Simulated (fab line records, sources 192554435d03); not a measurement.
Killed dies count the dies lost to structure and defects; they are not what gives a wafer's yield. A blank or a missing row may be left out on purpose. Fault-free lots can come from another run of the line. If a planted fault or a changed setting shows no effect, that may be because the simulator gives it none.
Split-lot experiment / flow n5_finfet / 21 wafers read from 7 lots, route of 1938 steps

THE SPLIT
At N5_BEOL_M8_COAT_22 (resist thk 30 nm), the setting spin_rpm was moved away from the recipe's 1500 rpm on 10 of the 21 wafers read, by -9.9% to +6.9%. All remaining wafers had this setting at the recipe value.

FROM THE SPLIT TO THE READING: what the file shows between them, 5 steps
- N5_BEOL_M8_EXPOSE_25: exposes mask V7, target cd 40 nm (also split here: dose_mj)
- N5_BEOL_M8_PEB_26: peb time 60 s
- N5_BEOL_M8_DEVELOP_27: develop time 30 s
- N5_BEOL_M8_CD_MEAS_28: target cd 40 nm
- N5_BEOL_M8_DESCUM_33: chemistry O2, time 7 s

THE READING
CAR-EUV_of_BEOL_M8_COAT_22.thk_nm (the simulator's own value, which no gauge read), in nm, at N5_BEOL_M8_ETCH_72 (etches underlayer in N2/H2, target depth 6.5 nm, time 5.2 s). There is no usual value for it anywhere in the file. The 11 wafers here that ran the recipe average 20.3 nm, standard deviation 0.12 nm.

wafer=L075.1; tool, chamber at the split=litho_track-05, 0; spin_rpm as run, rpm=1500; against the recipe=recipe; CAR-EUV_of_BEOL_M8_COAT_22.thk_nm, nm=20.4; against lot-mates on the recipe=-
wafer=L075.3; tool, chamber at the split=litho_track-05, 0; spin_rpm as run, rpm=1353; against the recipe=-9.8%; CAR-EUV_of_BEOL_M8_COAT_22.thk_nm, nm=22; against lot-mates on the recipe=+1.6
wafer=L075.6; tool, chamber at the split=litho_track-05, 0; spin_rpm as run, rpm=1353; against the recipe=-9.8%; CAR-EUV_of_BEOL_M8_COAT_22.thk_nm, nm=22; against lot-mates on the recipe=+1.6
wafer=L077.1; tool, chamber at the split=litho_track-05, 0; spin_rpm as run, rpm=1407; against the recipe=-6.2%; CAR-EUV_of_BEOL_M8_COAT_22.thk_nm, nm=21.2; against lot-mates on the recipe=+1.0
wafer=L077.2; tool, chamber at the split=litho_track-05, 0; spin_rpm as run, rpm=1500; against the recipe=recipe; CAR-EUV_of_BEOL_M8_COAT_22.thk_nm, nm=20.2; against lot-mates on the recipe=-
wafer=L077.5; tool, chamber at the split=litho_track-05, 0; spin_rpm as run, rpm=1407; against the recipe=-6.2%; CAR-EUV_of_BEOL_M8_COAT_22.thk_nm, nm=21.2; against lot-mates on the recipe=+1.0
wafer=L080.4; tool, chamber at the split=litho_track-02, 0; spin_rpm as run, rpm=1500; against the recipe=recipe; CAR-EUV_of_BEOL_M8_COAT_22.thk_nm, nm=20.6; against lot-mates on the recipe=-
wafer=L080.5; tool, chamber at the split=litho_track-02, 0; spin_rpm as run, rpm=1500; against the recipe=recipe; CAR-EUV_of_BEOL_M8_COAT_22.thk_nm, nm=20.4; against lot-mates on the recipe=-
wafer=L080.6; tool, chamber at the split=litho_track-02, 0; spin_rpm as run, rpm=1500; against the recipe=recipe; CAR-EUV_of_BEOL_M8_COAT_22.thk_nm, nm=20.4; against lot-mates on the recipe=-
wafer=L082.1; tool, chamber at the split=litho_track-04, 0; spin_rpm as run, rpm=1400; against the recipe=-6.7%; CAR-EUV_of_BEOL_M8_COAT_22.thk_nm, nm=21.4; against lot-mates on the recipe=+1.2
wafer=L082.2; tool, chamber at the split=litho_track-04, 0; spin_rpm as run, rpm=1400; against the recipe=-6.7%; CAR-EUV_of_BEOL_M8_COAT_22.thk_nm, nm=21.2; against lot-mates on the recipe=+1.0
wafer=L082.4; tool, chamber at the split=litho_track-04, 0; spin_rpm as run, rpm=1500; against the recipe=recipe; CAR-EUV_of_BEOL_M8_COAT_22.thk_nm, nm=20.2; against lot-mates on the recipe=-
wafer=L083.1; tool, chamber at the split=litho_track-02, 0; spin_rpm as run, rpm=1352; against the recipe=-9.9%; CAR-EUV_of_BEOL_M8_COAT_22.thk_nm, nm=21.8; against lot-mates on the recipe=+1.4
wafer=L083.4; tool, chamber at the split=litho_track-02, 0; spin_rpm as run, rpm=1500; against the recipe=recipe; CAR-EUV_of_BEOL_M8_COAT_22.thk_nm, nm=20.4; against lot-mates on the recipe=-
wafer=L083.6; tool, chamber at the split=litho_track-02, 0; spin_rpm as run, rpm=1352; against the recipe=-9.9%; CAR-EUV_of_BEOL_M8_COAT_22.thk_nm, nm=22; against lot-mates on the recipe=+1.6
wafer=L093.1; tool, chamber at the split=litho_track-04, 0; spin_rpm as run, rpm=1603; against the recipe=+6.9%; CAR-EUV_of_BEOL_M8_COAT_22.thk_nm, nm=19.6; against lot-mates on the recipe=-0.8
wafer=L093.3; tool, chamber at the split=litho_track-04, 0; spin_rpm as run, rpm=1603; against the recipe=+6.9%; CAR-EUV_of_BEOL_M8_COAT_22.thk_nm, nm=19.6; against lot-mates on the recipe=-0.8
wafer=L093.6; tool, chamber at the split=litho_track-04, 0; spin_rpm as run, rpm=1500; against the recipe=recipe; CAR-EUV_of_BEOL_M8_COAT_22.thk_nm, nm=20.4; against lot-mates on the recipe=-
wafer=L097.2; tool, chamber at the split=litho_track-04, 0; spin_rpm as run, rpm=1500; against the recipe=recipe; CAR-EUV_of_BEOL_M8_COAT_22.thk_nm, nm=20.2; against lot-mates on the recipe=-
wafer=L097.3; tool, chamber at the split=litho_track-04, 0; spin_rpm as run, rpm=1500; against the recipe=recipe; CAR-EUV_of_BEOL_M8_COAT_22.thk_nm, nm=20.2; against lot-mates on the recipe=-
wafer=L097.4; tool, chamber at the split=litho_track-04, 0; spin_rpm as run, rpm=1500; against the recipe=recipe; CAR-EUV_of_BEOL_M8_COAT_22.thk_nm, nm=20.4; against lot-mates on the recipe=-

THE FIT
A straight line over all 21 wafers: CAR-EUV_of_BEOL_M8_COAT_22.thk_nm changes by -0.145 nm for each +1% of spin_rpm; r = -0.98; the points scatter about the line by 0.15 nm.
The same after taking each lot's own level away (the mean of its wafers on the recipe; 21 wafers): -0.149 nm for each +1%; r = -0.99; scatter 0.1 nm.
That fit puts the effect of the largest move of spin_rpm on the reading at 1.5 nm.
Across the lots, their own levels run from 20.20 to 20.47 nm, a range of 2.2 times the standard deviation given above.
Consequently the slope shifts little with the lot-to-lot level, the two slopes agreeing.
Check: +1.54 nm against its lot-mates is what the line predicts for one of the wafers moved furthest among these (-9.9%) when that wafer is left out of the fit. Against them it came out at +1.4 nm.

OTHER SPLITS APPLIED TO THESE WAFERS
Before the reading, these wafers also passed through other splits. Each is held against what the fit with the lots' levels taken away leaves over:
other split on the same wafers=N5_BEOL_M7_DESCUM_33 time_s; wafers away from the commonest value=9; r with CAR-EUV_of_BEOL_M8_COAT_22.thk_nm (lot level and that fit taken away)=-0.12
other split on the same wafers=N5_BEOL_M7_ETCH_41 source_w; wafers away from the commonest value=9; r with CAR-EUV_of_BEOL_M8_COAT_22.thk_nm (lot level and that fit taken away)=-0.12
other split on the same wafers=N5_BEOL_M8_EXPOSE_25 dose_mj; wafers away from the commonest value=5; r with CAR-EUV_of_BEOL_M8_COAT_22.thk_nm (lot level and that fit taken away)=+0.08

THE WHOLE CHAIN: every reading that the file lists as answering this split, in the file's order
step=N5_BEOL_M8_COAT_22; what it does=resist thk 30 nm; reading=CAR-EUV_of_BEOL_M8_COAT_22.thk_nm (the simulator's own value, which no gauge read); change (the file's fit)=-0.158 nm for each +1% of the setting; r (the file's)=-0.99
step=N5_BEOL_M8_ETCH_72; what it does=etches underlayer in N2/H2, target depth 6.5 nm, time 5.2 s; reading=CAR-EUV_of_BEOL_M8_COAT_22.thk_nm (the simulator's own value, which no gauge read); change (the file's fit)=-0.153 nm for each +1% of the setting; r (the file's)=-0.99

FILE'S OWN FIT
CAR-EUV_of_BEOL_M8_COAT_22.thk_nm changes by -0.153 nm for each +1% of spin_rpm, r = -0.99.
